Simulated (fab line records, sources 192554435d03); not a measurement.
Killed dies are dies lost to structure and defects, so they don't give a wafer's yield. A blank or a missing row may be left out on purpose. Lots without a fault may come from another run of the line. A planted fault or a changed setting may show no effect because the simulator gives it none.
Split-lot experiment | flow n5_finfet | 7 lots, 21 wafers read, on a route of 1938 steps

THE SPLIT
At N5_BEOL_M5_ETCH_41 (etches SiCN in CH3F/O2, target depth 31.5 nm, time 56.7 s), the setting source_w was moved away from the recipe's 395 W on 10 of the 21 wafers read, by -15.9% to +10.2%. The other wafers ran this setting at the recipe's value.

The reading is taken at the split's own step.

THE READING
rf_vpp_V, in V, at N5_BEOL_M5_ETCH_41 (etches SiCN in CH3F/O2, target depth 31.5 nm, time 56.7 s). Fault-free wafers of this fab line usually give 297.3 V, standard deviation 1.4 V.

wafer  | tool, chamber at the split | source_w as run, W | against the recipe | rf_vpp_V, V | against lot-mates on the recipe
L075.2 | rie_diel-05, 3             | 395                | recipe             | 295.4       | -
L075.4 | rie_diel-05, 1             | 395                | recipe             | 298.8       | -
L075.6 | rie_diel-05, 0             | 395                | recipe             | 298.6       | -
L077.2 | rie_diel-03, 0             | 332.2              | -15.9%             | 315.5       | +16.3
L077.3 | rie_diel-03, 2             | 395                | recipe             | 299.2       | -
L077.6 | rie_diel-03, 2             | 332.2              | -15.9%             | 315.8       | +16.6
L085.3 | rie_diel-03, 0             | 358.1              | -9.3%              | 307.6       | +9.2
L085.4 | rie_diel-03, 2             | 395                | recipe             | 298.4       | -
L085.6 | rie_diel-03, 3             | 358.1              | -9.3%              | 305.7       | +7.3
L087.2 | rie_diel-05, 3             | 395                | recipe             | 294.6       | -
L087.3 | rie_diel-05, 2             | 395                | recipe             | 294.9       | -
L087.6 | rie_diel-05, 3             | 395                | recipe             | 296.5       | -
L090.2 | rie_diel-05, 3             | 356.9              | -9.6%              | 306.2       | +9.9
L090.5 | rie_diel-05, 3             | 395                | recipe             | 294.7       | -
L090.6 | rie_diel-05, 0             | 395                | recipe             | 297.8       | -
L094.2 | rie_diel-05, 1             | 395                | recipe             | 297.5       | -
L094.3 | rie_diel-05, 3             | 435.3              | +10.2%             | 284.9       | -12.6
L094.6 | rie_diel-05, 1             | 435.3              | +10.2%             | 288.3       | -9.2
L096.1 | rie_diel-03, 1             | 418.1              | +5.8%              | 291.7       | no lot-mate on the recipe
L096.2 | rie_diel-03, 2             | 418.1              | +5.8%              | 292.4       | no lot-mate on the recipe
L096.4 | rie_diel-03, 0             | 418.1              | +5.8%              | 292.7       | no lot-mate on the recipe

THE FIT
A straight line over all 21 wafers: rf_vpp_V changes by -1.06 V for each +1% of source_w; r = -0.98; the points scatter about the line by 1.7 V.
The same after taking each lot's own level away (the mean of its wafers on the recipe; 18 wafers): -1.02 V for each +1%; r = -0.99; scatter 1.3 V.
On that fit, the largest move of source_w shifts the reading by 16 V.
The lots' own levels span 295.33 to 299.20 V, that is 2.8 times the standard deviation above.
So the lot-to-lot level changes the slope little: the two slopes agree.
Check: with one of the wafers moved furthest among these (-15.9%) left out of the fit, the line predicts +16 V for it against its lot-mates. It came out at +16.3 V against them.
Tool readings at the split's step, against how far the setting was moved: rf_vpp_V r = -0.98.

OTHER SPLITS ON THESE WAFERS
These wafers also went through other splits before the reading. Each is held against what the fit with the lots' levels taken away leaves over:
other split on the same wafers     | wafers away from the commonest value | r with rf_vpp_V (lot level and that fit taken away)
N5_BEOL_M4_DESCUM_16 time_s        | 5                                    | +0.01
N5_BEOL_M4_COAT_68 spin_rpm        | 7                                    | -0.31
N5_BEOL_M4_ETCH_70 h2_flow_sccm    | 7                                    | -0.31
N5_BEOL_M5_TRENCH_ETCH_37 source_w | 7                                    | +0.08

THE WHOLE CHAIN: every reading that the file lists as answering this split, in the file's order
step               | what it does                                              | reading                                                        | change (the file's fit)                | r (the file's)
N5_BEOL_M5_ETCH_41 | etches SiCN in CH3F/O2, target depth 31.5 nm, time 56.7 s | rf_vpp_V                                                       | -1.02 V for each +1% of the setting    | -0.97
N5_BEOL_M5_ETCH_41 | etches SiCN in CH3F/O2, target depth 31.5 nm, time 56.7 s | etch.depth_nm (the simulator's own value, which no gauge read) | +0.0954 nm for each +1% of the setting | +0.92

THE FILE'S OWN FIT
rf_vpp_V changes by -1.02 V for each +1% of source_w, r = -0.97.
